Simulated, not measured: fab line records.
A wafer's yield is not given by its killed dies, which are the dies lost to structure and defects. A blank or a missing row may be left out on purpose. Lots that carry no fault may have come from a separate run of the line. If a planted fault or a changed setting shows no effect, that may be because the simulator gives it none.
Which tool was responsible? | flow n5_finfet | 11 lots, 33 wafers sampled, at 5 steps of a route of 1938

## WHAT THE GAUGES SHOWED, per wafer
N5_BEOL_M11_INSPECT_58: inspects for defects (darkfield). Usual: raw_defect_count 74, standard deviation 24.
lot  | measured     | on                | raw_defect_count | flag
L342 | day 10 13:08 | defect_inspect-02 | 78 64 107        |
L343 | day 10 22:30 | defect_inspect-01 | 51 79 59         |
L344 | day 11 08:16 | defect_inspect-02 | 77 46 73         |
L346 | day 12 06:33 | defect_inspect-02 | 91 66 66         |
L349 | day 12 09:54 | defect_inspect-02 | 80 76 34         |
L350 | day 12 20:01 | defect_inspect-01 | 107 124 57       |
L358 | day 14 15:30 | defect_inspect-02 | 43 77 81         |
L360 | day 15 09:59 | defect_inspect-01 | 63 48 51         |
L362 | day 15 22:58 | defect_inspect-02 | 84 73 80         |
L363 | day 16 09:59 | defect_inspect-02 | 110 119 133      |
L364 | day 16 10:25 | defect_inspect-01 | 62 85 70         |

N5_BEOL_M12_CD_MEAS_17: the cd target is 140 nm. Usual: cd_nm 140.2 nm, standard deviation 1.4.
lot  | measured     | on        | cd_nm (nm)        | flag
L342 | day 10 14:13 | cd_sem-03 | 140.7 139.9 141.6 |
L343 | day 10 23:58 | cd_sem-01 | 138.8 137.5 137.3 |
L344 | day 11 09:29 | cd_sem-01 | 139.7 140.3 140.2 |
L346 | day 12 07:36 | cd_sem-02 | 138.7 139.2 141.0 |
L349 | day 12 10:58 | cd_sem-01 | 139.1 141.8 141.3 |
L350 | day 12 21:11 | cd_sem-03 | 141.6 140.7 142.7 |
L358 | day 14 16:41 | cd_sem-02 | 139.5 140.4 140.2 |
L360 | day 15 11:14 | cd_sem-02 | 141.7 140.2 143.5 |
L362 | day 16 00:05 | cd_sem-02 | 139.5 141.8 139.3 |
L363 | day 16 11:03 | cd_sem-03 | 138.7 143.6 142.1 |
L364 | day 16 11:28 | cd_sem-01 | 139.3 138.8 138.3 |

N5_BEOL_M12_OVL_MEAS_29. Usual: M12_OVL -1 nm, standard deviation 5.8.
lot  | measured     | on         | M12_OVL (nm) | flag
L342 | day 10 14:34 | overlay-02 | 0 -8 -7      |
L343 | day 11 00:20 | overlay-02 | -1 2 -10     |
L344 | day 11 09:58 | overlay-02 | -4 -6 -1     |
L346 | day 12 08:05 | overlay-02 | 9 -5 8       |
L349 | day 12 11:19 | overlay-02 | 5 2 5        |
L350 | day 12 21:40 | overlay-02 | -8 -10 -8    |
L358 | day 14 17:10 | overlay-01 | -4 8 4       |
L360 | day 15 11:35 | overlay-02 | 0 -1 -6      |
L362 | day 16 00:34 | overlay-02 | 5 6 3        |
L363 | day 16 11:32 | overlay-02 | 1 1 -3       |
L364 | day 16 11:56 | overlay-02 | -6 4 2       |

## TOOL THAT RAN EACH LOT (tool first, then ch and the chambers of the sampled wafers, then the start)
lot  | N5_BEOL_M12_STRIP_63                 | N5_BEOL_M12_STRIP_64
L342 | plasma_asher-01 ch 0,1, day 10 14:00 | plasma_asher-01 ch 0,1, day 10 14:04
L343 | plasma_asher-02 ch 0,1, day 10 23:44 | plasma_asher-02 ch 0,1, day 10 23:47
L344 | plasma_asher-02 ch 0,1, day 11 09:18 | plasma_asher-02 ch 0,1, day 11 09:22
L346 | plasma_asher-01 ch 0,1, day 12 07:25 | plasma_asher-01 ch 0,1, day 12 07:28
L349 | plasma_asher-01 ch 0,1, day 12 10:46 | plasma_asher-01 ch 0,1, day 12 10:50
L350 | plasma_asher-01 ch 0,1, day 12 20:58 | plasma_asher-01 ch 0,1, day 12 21:02
L358 | plasma_asher-01 ch 0,1, day 14 16:29 | plasma_asher-01 ch 0,1, day 14 16:32
L360 | plasma_asher-02 ch 0,1, day 15 11:03 | plasma_asher-02 ch 0,1, day 15 11:07
L362 | plasma_asher-01 ch 0,1, day 15 23:53 | plasma_asher-01 ch 0,1, day 15 23:56
L363 | plasma_asher-01 ch 0,1, day 16 10:50 | plasma_asher-01 ch 0,1, day 16 10:54
L364 | plasma_asher-02 ch 0,1, day 16 11:15 | plasma_asher-02 ch 0,1, day 16 11:19
- N5_BEOL_M12_STRIP_63: strips in N2/H2.
- N5_BEOL_M12_STRIP_64: strips in N2/H2.

## AS READ BY THE TOOLS THEMSELVES (means over the sampled wafers that have a number; for cases with no such wafer, the mark the record gives instead)
N5_BEOL_M12_STRIP_63. Usual: chamber_pressure_mTorr 1000.0 mTorr, standard deviation 0.91; drypump_motor_current_A 5.8 A, standard deviation 0.42; heater_power_w 340 W, standard deviation 37; oes_product_au 0.693 a.u., standard deviation 0.0047; strip_time_to_endpoint_s 42.8 s, standard deviation 0.86.
lot  | tool            | chamber_pressure_mTorr (mTorr) | drypump_motor_current_A (A) | heater_power_w (W) | oes_product_au (a.u.) | strip_time_to_endpoint_s (s) | flag
L342 | plasma_asher-01 | 999.4                          | 6.1                         | 345                | 0.697                 | 43.8                         |
L343 | plasma_asher-02 | 1000.3                         | 5.4                         | 316                | 0.693                 | 43.4                         |
L344 | plasma_asher-02 | 1000.5                         | 5.3                         | 309                | 0.692                 | 42.7                         |
L346 | plasma_asher-01 | -                              | -                           | -                  | -                     | -                            | OFF
L349 | plasma_asher-01 | -                              | -                           | -                  | -                     | -                            | OFF
L350 | plasma_asher-01 | 999.9                          | 5.8                         | 367                | 0.690                 | 42.3                         |
L358 | plasma_asher-01 | 999.3                          | 6.1                         | 346                | 0.693                 | 42.5                         |
L360 | plasma_asher-02 | 1000.6                         | 5.3                         | 306                | 0.692                 | 43.3                         |
L362 | plasma_asher-01 | 999.5                          | 6.1                         | 336                | 0.693                 | 43.7                         |
L363 | plasma_asher-01 | 999.7                          | 6.1                         | 346                | 0.700                 | 42.7                         |
L364 | plasma_asher-02 | 999.7                          | 5.4                         | 320                | 0.698                 | 43.1                         |

N5_BEOL_M12_STRIP_64. Usual: drypump_motor_current_A 5.8 A, standard deviation 0.41; h2_flow_sccm 3251 sccm, standard deviation 9.4; heater_power_w 340 W, standard deviation 37; oes_product_au 0.715 a.u., standard deviation 0.0045; strip_time_to_endpoint_s 31.32 s, standard deviation 0.076.
lot  | tool            | drypump_motor_current_A (A) | h2_flow_sccm (sccm) | heater_power_w (W) | oes_product_au (a.u.) | strip_time_to_endpoint_s (s) | flag
L342 | plasma_asher-01 | 6.1                         | 3247                | 342                | 0.717                 | 31.37                        |
L343 | plasma_asher-02 | 5.3                         | 3255                | 325                | 0.715                 | 31.31                        |
L344 | plasma_asher-02 | 5.3                         | 3261                | 304                | 0.713                 | 31.22                        |
L346 | plasma_asher-01 | 5.8                         | 3245                | 360                | 0.804                 | 65.24                        | OFF
L349 | plasma_asher-01 | 6.1                         | 3258                | 341                | 0.807                 | 65.18                        | OFF
L350 | plasma_asher-01 | 5.8                         | 3239                | 364                | 0.715                 | 31.33                        |
L358 | plasma_asher-01 | 6.1                         | 3252                | 350                | 0.714                 | 31.31                        |
L360 | plasma_asher-02 | 5.3                         | 3251                | 307                | 0.716                 | 31.29                        |
L362 | plasma_asher-01 | 6.1                         | 3247                | 344                | 0.710                 | 31.35                        |
L363 | plasma_asher-01 | 6.1                         | 3248                | 342                | 0.718                 | 31.33                        |
L364 | plasma_asher-02 | 5.3                         | 3251                | 325                | 0.716                 | 31.35                        |

## THE ANSWER, worked out from the rows above alone
Rule: a lot counts as off when the mean over its wafers that have a number is more than 3 standard deviations away from the usual mean. Also off: a lot with no number at a reading for which 4 or more lots have one. Where the step has rows for the other lots, those lots are counted as sound. After the gauges, taken in route order, come the tools' own readings; for these a lot's mean is taken, as printed above. The first step at which some lot is off is used, and at that step the reading that is off furthest; a lot without a number counts as furthest.
Off: L346, L349, at N5_BEOL_M12_STRIP_63 (chamber_pressure_mTorr). Without a number there: L346, L349.
If a tool, at that step or one of the process steps before it, ran each lot that is off and ran no sound lot following the first of them, it fits. None of those tried fits.

## WHAT HAD BEEN PUT IN BY THE SIMULATOR
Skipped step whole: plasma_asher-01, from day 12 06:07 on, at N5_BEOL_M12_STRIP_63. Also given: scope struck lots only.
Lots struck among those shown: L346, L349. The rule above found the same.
